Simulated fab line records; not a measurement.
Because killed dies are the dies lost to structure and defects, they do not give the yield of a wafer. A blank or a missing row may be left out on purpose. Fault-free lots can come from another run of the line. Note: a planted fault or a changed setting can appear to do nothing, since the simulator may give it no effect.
Chamber matching    flow n5 finfet    N5_BEOL_M10_STRIP_67 on rie diel-03 has 4 sister chambers
The step strips in CF4. 8 wafers are shown with their chamber, then 8 later ones without.

== WAFERS PAIRED WITH THEIR CHAMBERS ==
wafer   chamber  drypump motor current A (A)  showerhead plenum p Torr (Torr)
L082.4  3        5.43                         1.81
L085.1  1        5.82                         1.84
L085.2  2        4.94                         1.89
L085.6  2        4.92                         1.89
L086.2  0        5.80                         1.81
L086.3  3        5.44                         1.80
L086.4  1        5.82                         1.83
L090.1  0        5.82                         1.81

== WAFERS WHOSE CHAMBER IS MISSING ==
wafer   drypump motor current A (A)  showerhead plenum p Torr (Torr)
L090.2  5.84                         1.83
L090.4  5.44                         1.80
L094.2  5.84                         1.80
L094.3  5.83                         1.83
L094.4  4.93                         1.88
L096.2  5.81                         1.80
L096.3  4.92                         1.88
L096.5  5.44                         1.80

== WHICH CHAMBER EACH ONE RAN IN ==
wafer   from the rows above  in truth
L090.2  1                    1
L090.4  3                    3
L094.2  0                    0
L094.3  1                    1
L094.4  2                    2
L096.2  0                    0
L096.3  2                    2
L096.5  3                    3
8 of 8 placed correctly. From these rows, 0 cannot be placed. Number placed wrongly: 0.
How it was worked out, from the rows above alone: a wafer's distance from a chamber is the root of the sum, over the readings, of the square of ((its reading less the chamber's mean) divided by the reading's scatter). The wafer belongs to the nearest chamber; if the next one is less than 2 further off, it can't be placed. A chamber's mean is the mean of its shown wafers. The scatter: take each reading less its chamber's mean, square it, sum over the shown wafers, divide by the number of wafers less the number of chambers, and take the root.
